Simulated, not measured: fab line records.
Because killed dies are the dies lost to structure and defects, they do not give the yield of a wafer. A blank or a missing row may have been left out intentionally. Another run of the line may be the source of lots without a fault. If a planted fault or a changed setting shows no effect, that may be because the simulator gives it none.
Chamber matching | flow n5-finfet | N5_HKMG_FIN_PWFM_ALD_03 on ald-metal-01: 4 sister chambers
The step deposits TiN, target thk 2 nm, pulse time 1 s, purge time 3 s. 4 wafers are shown with their chamber, then 11 later ones without.

== WAFERS WITH THEIR CHAMBER ==
wafer  | chamber | heater-power-outer-w (W)
L081.5 | 0       | 562
L086.3 | 2       | 422
L086.4 | 1       | 509
L088.1 | 3       | 450

== WAFERS WITH NO CHAMBER GIVEN ==
wafer  | heater-power-outer-w (W)
L088.4 | 429
L088.5 | 443
L091.3 | 440
L091.4 | 509
L091.6 | 463
L096.1 | 447
L096.5 | 422
L096.6 | 506
L097.1 | 560
L097.2 | 456
L097.3 | 433

== EACH ONE'S CHAMBER ==
wafer  | from the rows above     | in truth
L088.4 | can't be placed: 2 or 3 | 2
L088.5 | can't be placed: 3 or 2 | 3
L091.3 | can't be placed: 3 or 2 | 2
L091.4 | 1                       | 1
L091.6 | 3                       | 3
L096.1 | 3                       | 3
L096.5 | 2                       | 2
L096.6 | 1                       | 1
L097.1 | 0                       | 0
L097.2 | 3                       | 3
L097.3 | can't be placed: 2 or 3 | 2
Correct placement for 7 of the 11. Can't be placed from these rows: 4 (the true chamber is among the candidates in 4). Placed wrongly: 0.
How it was worked out, from the rows above alone: a wafer's distance from a chamber is the root of the sum, over the readings, of the square of ((its reading less the chamber's mean) divided by the reading's scatter). If the next closest chamber is less than 2 further off than the closest, the wafer can't be placed; otherwise it belongs to the closest. For every chamber, the mean is computed from those of its wafers that are shown. The scatter (one wafer shown for each chamber): square how far every hidden wafer sits from the nearest shown wafer, average those squares and take the square root.
